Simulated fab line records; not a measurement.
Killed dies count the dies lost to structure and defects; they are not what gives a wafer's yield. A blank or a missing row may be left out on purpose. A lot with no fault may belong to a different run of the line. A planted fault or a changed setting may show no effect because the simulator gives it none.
Split-lot trial | flow n5Finfet | 39 wafers read across 7 lots, on a route 1938 steps long

## THE SPLIT
At N5_BEOL_M3_TRENCH_ETCH_37 (etches SiOC in C4F6/O2, target depth 55.555 nm, time 29.2 s), the setting targetDepthA was moved away from the recipe's 555.55 angstrom on 6 of the 39 wafers read, by +16.4% to +32.9%. This setting was run at the recipe's value on the other wafers.

## FROM THE SPLIT TO THE READING: what the file shows between them, 2 steps
- N5_BEOL_M3_ETCH_41: etches SiCN in CH3F/O2, target depth 29.9 nm, time 52.5 s
- N5_BEOL_M3_STRIP_97: strips in N2/H2, time 10 s

## THE READING
trenchDepthNm, in nm, at N5_BEOL_M3_OCD_MEAS_38. Typical for fault-free wafers on this fab line: 55.5 nm, with standard deviation 1 nm.

wafer  | tool, chamber at the split | targetDepthA as run, angstrom | against the recipe | trenchDepthNm, nm | against lot-mates on the recipe
L079.1 | rieDiel-05, 0              | 555.55                        | recipe             | 55.2              | -
L079.2 | rieDiel-05, 1              | 555.55                        | recipe             | 55.2              | -
L079.3 | rieDiel-05, 2              | 555.55                        | recipe             | 55.5              | -
L079.4 | rieDiel-05, 0              | 555.55                        | recipe             | 54.1              | -
L079.5 | rieDiel-05, 2              | 555.55                        | recipe             | 54.8              | -
L079.6 | rieDiel-05, 1              | 555.55                        | recipe             | 54.8              | -
L081.1 | rieDiel-06, 3              | 646.9                         | +16.4%             | 64.5              | +9.3
L081.2 | rieDiel-06, 0              | 555.55                        | recipe             | 55.1              | -
L081.3 | rieDiel-06, 1              | 555.55                        | recipe             | 55.4              | -
L081.4 | rieDiel-06, 2              | 646.9                         | +16.4%             | 66.6              | +11.4
L081.5 | rieDiel-06, 3              | 555.55                        | recipe             | 55.1              | -
L081.6 | rieDiel-06, 0              | 646.9                         | +16.4%             | 64.4              | +9.2
L082.1 | rieDiel-03, 2              | 555.55                        | recipe             | 56.5              | -
L082.2 | rieDiel-03, 0              | 738.5                         | +32.9%             | 74.3              | +18.1
L082.3 | rieDiel-03, 1              | 738.5                         | +32.9%             | 70.9              | +14.7
L082.4 | rieDiel-03, 3              | 555.55                        | recipe             | 55.7              | -
L082.5 | rieDiel-03, 3              | 555.55                        | recipe             | 56.4              | -
L082.6 | rieDiel-03, 0              | 738.5                         | +32.9%             | 75.0              | +18.8
L083.1 | rieDiel-03, 3              | 555.55                        | recipe             | 56.0              | -
L083.2 | rieDiel-03, 1              | 555.55                        | recipe             | 53.4              | -
L083.3 | rieDiel-03, 0              | 555.55                        | recipe             | 56.9              | -
L083.4 | rieDiel-03, 2              | 555.55                        | recipe             | 55.6              | -
L083.5 | rieDiel-03, 3              | 555.55                        | recipe             | 55.7              | -
L083.6 | rieDiel-03, 0              | 555.55                        | recipe             | 56.8              | -
L084.1 | rieDiel-03, 3              | 555.55                        | recipe             | 56.5              | -
L084.2 | rieDiel-03, 0              | 555.55                        | recipe             | 56.2              | -
L084.3 | rieDiel-03, 1              | 555.55                        | recipe             | 53.2              | -
L084.4 | rieDiel-03, 2              | 555.55                        | recipe             | 56.2              | -
L084.5 | rieDiel-03, 0              | 555.55                        | recipe             | 56.5              | -
L084.6 | rieDiel-03, 3              | 555.55                        | recipe             | 56.1              | -
L086.1 | rieDiel-03, 1              | 555.55                        | recipe             | 52.7              | -
L086.5 | rieDiel-03, 3              | 555.55                        | recipe             | 56.6              | -
L086.6 | rieDiel-03, 2              | 555.55                        | recipe             | 55.6              | -
L093.1 | rieDiel-05, 2              | 555.55                        | recipe             | 54.8              | -
L093.2 | rieDiel-05, 1              | 555.55                        | recipe             | 55.8              | -
L093.3 | rieDiel-05, 3              | 555.55                        | recipe             | 56.6              | -
L093.4 | rieDiel-05, 0              | 555.55                        | recipe             | 55.8              | -
L093.5 | rieDiel-05, 0              | 555.55                        | recipe             | 55.4              | -
L093.6 | rieDiel-05, 3              | 555.55                        | recipe             | 56.8              | -

FIT RESULTS
A straight line over all 39 wafers: trenchDepthNm changes by +0.55 nm for each +1% of targetDepthA; r = +0.98; the points scatter about the line by 1.1 nm.
The same after taking each lot's own level away (the mean of its wafers on the recipe; 39 wafers): +0.537 nm for each +1%; r = +0.98; scatter 1.1 nm.
The reading moves by 18 nm for the largest change in targetDepthA, on that fit.
From 54.93 to 56.20 nm: that is the span of the lots' own levels, equal to 1.3 times the standard deviation above.
So the lot-to-lot level changes the slope little: the two slopes agree.
Check: for one of the wafers moved furthest among these (+32.9%), held out of the fit, the line's prediction against its lot-mates is +17.6 nm. Against them it came out at +18.1 nm.

## THE WHOLE CHAIN: every reading that the file lists as answering this split, in the file's order
step                      | what it does                                                | reading                                                                 | change (the file's fit)               | r (the file's)
N5_BEOL_M3_TRENCH_ETCH_37 | etches SiOC in C4F6/O2, target depth 55.555 nm, time 29.2 s | BEOL_M3.featureDepthNm (the simulator's own value, which no gauge read) | +0.543 nm for each +1% of the setting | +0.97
N5_BEOL_M3_TRENCH_ETCH_37 | etches SiOC in C4F6/O2, target depth 55.555 nm, time 29.2 s | etch.depthNm (the simulator's own value, which no gauge read)           | +0.544 nm for each +1% of the setting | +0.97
N5_BEOL_M3_OCD_MEAS_38    |                                                             | trenchDepthNm                                                           | +0.539 nm for each +1% of the setting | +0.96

## THE FILE'S OWN FIT
trenchDepthNm changes by +0.539 nm for each +1% of targetDepthA, r = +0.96.
